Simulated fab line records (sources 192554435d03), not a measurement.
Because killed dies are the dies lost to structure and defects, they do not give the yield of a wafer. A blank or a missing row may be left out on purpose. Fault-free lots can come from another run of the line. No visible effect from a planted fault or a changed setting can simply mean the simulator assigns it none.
Split-lot trial | flow n5Finfet | 21 wafers read across 7 lots, on a route 1938 steps long

== SPLIT DETAILS ==
At N5_BEOL_M5_COAT_59 (time 60 s, resist thk 60 nm), the setting spinRpm was moved away from the recipe's 1500 rpm on 10 of the 21 wafers read, by -8.7% to +10.2%. This setting was run at the recipe's value on the other wafers.

== FROM THE SPLIT TO THE READING: what the file shows between them, 8 steps ==
- N5_BEOL_M5_COAT_60: time 60 s, resist thk 12 nm
- N5_BEOL_M5_COAT_71: time 60 s, resist thk 5 nm
- N5_BEOL_M5_ETCH_72: etches underlayer in N2/H2, target depth 6.5 nm, time 5.2 s
- N5_BEOL_M5_ETCH_61: etches SiARC in CF4, target depth 15.6 nm, time 26 s
- N5_BEOL_M5_ETCH_62: etches SOC in N2/H2, target depth 75 nm, overetch 15 nm, time 112.5 s
- N5_BEOL_M5_STRIP_63: strips in N2/H2
- N5_BEOL_M5_STRIP_73: strips in N2/H2
- N5_BEOL_M5_STRIP_64: strips in CF4

== THE READING ==
SOC_of_BEOL_M5_COAT_59.thkNm (the simulator's own value, which no gauge read), in nm, at N5_BEOL_M5_HM_OPEN_17 (chemistry Cl2/BCl3, target TiN, target depth 20 nm, overetch 6 nm). The file gives no usual value for it. Average 52.5 nm, standard deviation 0.36 nm, over the 11 wafers here run with the recipe.

wafer  | tool, chamber at the split | spinRpm as run, rpm | against the recipe | SOC_of_BEOL_M5_COAT_59.thkNm, nm | against lot-mates on the recipe
L078.1 | lithoTrack-01, 0           | 1500                | recipe             | 52.8                             | -
L078.3 | lithoTrack-01, 0           | 1370                | -8.7%              | 54.6                             | +1.8
L078.5 | lithoTrack-01, 0           | 1370                | -8.7%              | 55.8                             | +3.0
L080.2 | lithoTrack-04, 0           | 1436                | -4.3%              | 53.8                             | +1.2
L080.3 | lithoTrack-04, 0           | 1500                | recipe             | 52.6                             | -
L080.4 | lithoTrack-04, 0           | 1500                | recipe             | 52.6                             | -
L082.3 | lithoTrack-04, 0           | 1500                | recipe             | 53                               | -
L082.5 | lithoTrack-04, 0           | 1500                | recipe             | 52                               | -
L082.6 | lithoTrack-04, 0           | 1500                | recipe             | 52.8                             | -
L085.1 | lithoTrack-04, 0           | 1500                | recipe             | 52.8                             | -
L085.5 | lithoTrack-04, 0           | 1596                | +6.4%              | 51                               | -1.8
L085.6 | lithoTrack-04, 0           | 1596                | +6.4%              | 50.2                             | -2.6
L089.3 | lithoTrack-04, 0           | 1500                | recipe             | 52                               | -
L089.5 | lithoTrack-04, 0           | 1500                | recipe             | 52                               | -
L089.6 | lithoTrack-04, 0           | 1385                | -7.7%              | 54.6                             | +2.6
L092.2 | lithoTrack-02, 0           | 1500                | recipe             | 52.2                             | -
L092.5 | lithoTrack-02, 0           | 1653                | +10.2%             | 50.2                             | -2.0
L092.6 | lithoTrack-02, 0           | 1653                | +10.2%             | 49.4                             | -2.8
L094.1 | lithoTrack-01, 0           | 1500                | recipe             | 52.2                             | -
L094.3 | lithoTrack-01, 0           | 1550                | +3.3%              | 51.6                             | -0.6
L094.4 | lithoTrack-01, 0           | 1550                | +3.3%              | 51.2                             | -1.0

THE FIT
A straight line over all 21 wafers: SOC_of_BEOL_M5_COAT_59.thkNm changes by -0.288 nm for each +1% of spinRpm; r = -0.97; the points scatter about the line by 0.41 nm.
The same after taking each lot's own level away (the mean of its wafers on the recipe; 21 wafers): -0.277 nm for each +1%; r = -0.97; scatter 0.39 nm.
On that fit, the largest move of spinRpm shifts the reading by 2.8 nm.
Measured against the standard deviation above, the lots' own levels, which go from 52.00 to 52.80 nm, span 2.2 times it.
So the lot-to-lot level changes the slope little: the two slopes agree.
Check: for one of the wafers moved furthest among these (+10.2%), held out of the fit, the line's prediction against its lot-mates is -3.02 nm. Against them it came out at -2 nm.

== OTHER SPLITS APPLIED TO THESE WAFERS ==
Other splits were also applied to these wafers ahead of the reading. Each is held against what the fit with the lots' levels taken away leaves over:
other split on the same wafers  | wafers away from the commonest value | r with SOC_of_BEOL_M5_COAT_59.thkNm (lot level and that fit taken away)
N5_BEOL_M4_COAT_73 spinRpm      | 6                                    | +0.15
N5_BEOL_M4_COAT_76 spinRpm      | 8                                    | -0.05
N5_BEOL_M4_COAT_22 spinRpm      | 7                                    | -0.18
N5_BEOL_M5_HM_DEP_02 targetThkA | 8                                    | -0.37

== THE WHOLE CHAIN: every reading that the file lists as answering this split, in the file's order ==
step                  | what it does                                                          | reading                                                                       | change (the file's fit)               | r (the file's)
N5_BEOL_M5_COAT_59    | time 60 s, resist thk 60 nm                                           | SOC_of_BEOL_M5_COAT_59.thkNm (the simulator's own value, which no gauge read) | -0.301 nm for each +1% of the setting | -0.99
N5_BEOL_M5_ETCH_62    | etches SOC in N2/H2, target depth 75 nm, overetch 15 nm, time 112.5 s | etch.depthNm (the simulator's own value, which no gauge read)                 | -0.296 nm for each +1% of the setting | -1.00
N5_BEOL_M5_HM_OPEN_17 | chemistry Cl2/BCl3, target TiN, target depth 20 nm, overetch 6 nm     | SOC_of_BEOL_M5_COAT_59.thkNm (the simulator's own value, which no gauge read) | -0.283 nm for each +1% of the setting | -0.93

== FILE'S OWN FIT ==
SOC_of_BEOL_M5_COAT_59.thkNm changes by -0.283 nm for each +1% of spinRpm, r = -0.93.
